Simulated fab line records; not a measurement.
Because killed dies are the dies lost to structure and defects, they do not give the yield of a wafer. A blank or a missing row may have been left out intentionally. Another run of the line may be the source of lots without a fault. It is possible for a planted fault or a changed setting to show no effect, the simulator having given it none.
The tool behind it: which one? || flow nand-harc || 13 lots with 39 wafers sampled at 3 steps, on a route of 1302 steps

WHAT THE GAUGES SHOWED, per wafer
NHARC_HYBRID_BOND_OVL_MEAS_05. Usual: overlay-x-nm 6 nm, standard deviation 35; overlay-y-nm -1 nm, standard deviation 31.
{"lot": "L179", "measured": "day 24 22:23", "on": "overlay-01", "overlay-x-nm (nm)": "-59 -2 27", "overlay-y-nm (nm)": "3 -39 38", "flag": ""}
{"lot": "L178", "measured": "day 25 09:37", "on": "overlay-02", "overlay-x-nm (nm)": "38 -13 19", "overlay-y-nm (nm)": "56 19 74", "flag": ""}
{"lot": "L180", "measured": "day 25 20:26", "on": "overlay-01", "overlay-x-nm (nm)": "12 1 -2", "overlay-y-nm (nm)": "-25 -19 -17", "flag": ""}
{"lot": "L187", "measured": "day 28 20:03", "on": "overlay-01", "overlay-x-nm (nm)": "-15 -38 19", "overlay-y-nm (nm)": "-3 9 -38", "flag": ""}
{"lot": "L191", "measured": "day 30 08:32", "on": "overlay-02", "overlay-x-nm (nm)": "38 -16 33", "overlay-y-nm (nm)": "-36 -20 2", "flag": ""}
{"lot": "L189", "measured": "day 30 08:33", "on": "overlay-01", "overlay-x-nm (nm)": "44 -25 -11", "overlay-y-nm (nm)": "34 34 10", "flag": ""}
{"lot": "L192", "measured": "day 30 13:01", "on": "overlay-02", "overlay-x-nm (nm)": "-30 -15 -20", "overlay-y-nm (nm)": "-3 -8 -9", "flag": ""}
{"lot": "L190", "measured": "day 30 13:01", "on": "overlay-01", "overlay-x-nm (nm)": "-17 26 3", "overlay-y-nm (nm)": "48 -12 10", "flag": ""}
{"lot": "L195", "measured": "day 31 13:44", "on": "overlay-01", "overlay-x-nm (nm)": "-30 101 13", "overlay-y-nm (nm)": "-5 -24 24", "flag": ""}
{"lot": "L194", "measured": "day 31 22:55", "on": "overlay-01", "overlay-x-nm (nm)": "-15 -29 30", "overlay-y-nm (nm)": "2 -39 19", "flag": ""}
{"lot": "L199", "measured": "day 33 10:37", "on": "overlay-02", "overlay-x-nm (nm)": "-34 31 10", "overlay-y-nm (nm)": "-16 -11 30", "flag": ""}
{"lot": "L197", "measured": "day 33 10:37", "on": "overlay-01", "overlay-x-nm (nm)": "22 -22 -49", "overlay-y-nm (nm)": "-9 0 10", "flag": ""}
{"lot": "L196", "measured": "day 33 15:11", "on": "overlay-01", "overlay-x-nm (nm)": "85 -44 5", "overlay-y-nm (nm)": "3 -11 -8", "flag": ""}

WHAT TOOL EACH LOT RAN ON (gives the tool, then ch and the chambers of the sampled wafers, and finally the start)
{"lot": "L179", "NHARC_A_M1_DEGAS_29": "pvd-sputter-01, day 24 02:37", "NHARC_A_M1_PRE_CLEAN_32": "pecvd-02 ch 0,1,2, day 24 04:16"}
{"lot": "L178", "NHARC_A_M1_DEGAS_29": "pvd-sputter-01, day 24 04:26", "NHARC_A_M1_PRE_CLEAN_32": "pecvd-01 ch 0,1,2, day 24 06:25"}
{"lot": "L180", "NHARC_A_M1_DEGAS_29": "pvd-sputter-01, day 25 05:51", "NHARC_A_M1_PRE_CLEAN_32": "pecvd-02 ch 0,1,2, day 25 07:29"}
{"lot": "L187", "NHARC_A_M1_DEGAS_29": "pvd-sputter-03, day 27 23:41", "NHARC_A_M1_PRE_CLEAN_32": "pecvd-01 ch 0,2, day 28 01:18"}
{"lot": "L191", "NHARC_A_M1_DEGAS_29": "pvd-sputter-02, day 29 15:29", "NHARC_A_M1_PRE_CLEAN_32": "pecvd-01 ch 1,2, day 29 17:10"}
{"lot": "L189", "NHARC_A_M1_DEGAS_29": "pvd-sputter-01, day 29 18:44", "NHARC_A_M1_PRE_CLEAN_32": "pecvd-01 ch 0,1,2, day 29 20:48"}
{"lot": "L192", "NHARC_A_M1_DEGAS_29": "pvd-sputter-02, day 29 21:22", "NHARC_A_M1_PRE_CLEAN_32": "pecvd-03 ch 0,2, day 29 23:00"}
{"lot": "L190", "NHARC_A_M1_DEGAS_29": "pvd-sputter-03, day 29 22:45", "NHARC_A_M1_PRE_CLEAN_32": "pecvd-02 ch 1,2, day 30 00:41"}
{"lot": "L195", "NHARC_A_M1_DEGAS_29": "pvd-sputter-02, day 30 20:29", "NHARC_A_M1_PRE_CLEAN_32": "pecvd-02 ch 0,1,2, day 30 22:07"}
{"lot": "L194", "NHARC_A_M1_DEGAS_29": "pvd-sputter-01, day 31 07:12", "NHARC_A_M1_PRE_CLEAN_32": "pecvd-01 ch 0,1,2, day 31 08:51"}
{"lot": "L199", "NHARC_A_M1_DEGAS_29": "pvd-sputter-03, day 32 18:33", "NHARC_A_M1_PRE_CLEAN_32": "pecvd-03 ch 0,1,2, day 32 20:10"}
{"lot": "L197", "NHARC_A_M1_DEGAS_29": "pvd-sputter-02, day 32 20:07", "NHARC_A_M1_PRE_CLEAN_32": "pecvd-01 ch 0,2, day 32 21:43"}
{"lot": "L196", "NHARC_A_M1_DEGAS_29": "pvd-sputter-02, day 32 23:24", "NHARC_A_M1_PRE_CLEAN_32": "pecvd-03 ch 0,2, day 33 01:09"}
- NHARC_A_M1_DEGAS_29: time 60 s.
- NHARC_A_M1_PRE_CLEAN_32: time 12 s.

AS READ BY THE TOOLS THEMSELVES (means over the sampled wafers that have a number; for cases with no such wafer, the mark the record gives instead)
NHARC_A_M1_DEGAS_29. Usual: 319 W for heater-power-w, sd 17.
{"lot": "L179", "tool": "pvd-sputter-01", "heater-power-w (W)": 306, "flag": ""}
{"lot": "L178", "tool": "pvd-sputter-01", "heater-power-w (W)": 303, "flag": ""}
{"lot": "L180", "tool": "pvd-sputter-01", "heater-power-w (W)": 303, "flag": ""}
{"lot": "L187", "tool": "pvd-sputter-03", "heater-power-w (W)": 326, "flag": ""}
{"lot": "L191", "tool": "pvd-sputter-02", "heater-power-w (W)": 311, "flag": ""}
{"lot": "L189", "tool": "pvd-sputter-01", "heater-power-w (W)": 316, "flag": ""}
{"lot": "L192", "tool": "pvd-sputter-02", "heater-power-w (W)": 315, "flag": ""}
{"lot": "L190", "tool": "pvd-sputter-03", "heater-power-w (W)": 307, "flag": ""}
{"lot": "L195", "tool": "pvd-sputter-02", "heater-power-w (W)": 328, "flag": ""}
{"lot": "L194", "tool": "pvd-sputter-01", "heater-power-w (W)": 306, "flag": ""}
{"lot": "L199", "tool": "pvd-sputter-03", "heater-power-w (W)": 328, "flag": ""}
{"lot": "L197", "tool": "pvd-sputter-02", "heater-power-w (W)": 324, "flag": ""}
{"lot": "L196", "tool": "pvd-sputter-02", "heater-power-w (W)": 330, "flag": ""}

NHARC_A_M1_PRE_CLEAN_32. Usual: 652 W for heater-power-w, sd 48.
{"lot": "L179", "tool": "pecvd-02", "heater-power-w (W)": 656, "flag": ""}
{"lot": "L178", "tool": "pecvd-01", "heater-power-w (W)": 633, "flag": ""}
{"lot": "L180", "tool": "pecvd-02", "heater-power-w (W)": 590, "flag": ""}
{"lot": "L187", "tool": "pecvd-01", "heater-power-w (W)": 671, "flag": ""}
{"lot": "L191", "tool": "pecvd-01", "heater-power-w (W)": 685, "flag": ""}
{"lot": "L189", "tool": "pecvd-01", "heater-power-w (W)": 643, "flag": ""}
{"lot": "L192", "tool": "pecvd-03", "heater-power-w (W)": 714, "flag": ""}
{"lot": "L190", "tool": "pecvd-02", "heater-power-w (W)": 625, "flag": ""}
{"lot": "L195", "tool": "pecvd-02", "heater-power-w (W)": 631, "flag": ""}
{"lot": "L194", "tool": "pecvd-01", "heater-power-w (W)": 661, "flag": ""}
{"lot": "L199", "tool": "pecvd-03", "heater-power-w (W)": 652, "flag": ""}
{"lot": "L197", "tool": "pecvd-01", "heater-power-w (W)": 632, "flag": ""}
{"lot": "L196", "tool": "pecvd-03", "heater-power-w (W)": 663, "flag": ""}

THE ANSWER, worked out from the rows above alone
Rule: a lot counts as off when the mean over its wafers that have a number is more than 3 standard deviations away from the usual mean. A lot without any number at a reading at which 4 lots or more have one is off too. Any other lot the step has rows for is counted as sound. After the gauges, taken in route order, come the tools' own readings; for these a lot's mean is taken, as printed above. The first step at which some lot is off is used, and at that step the reading that is off furthest; a lot without a number counts as furthest.
Nothing can be told from this: no lot is off at any reading shown.

WHAT WAS PUT IN BY THE SIMULATOR
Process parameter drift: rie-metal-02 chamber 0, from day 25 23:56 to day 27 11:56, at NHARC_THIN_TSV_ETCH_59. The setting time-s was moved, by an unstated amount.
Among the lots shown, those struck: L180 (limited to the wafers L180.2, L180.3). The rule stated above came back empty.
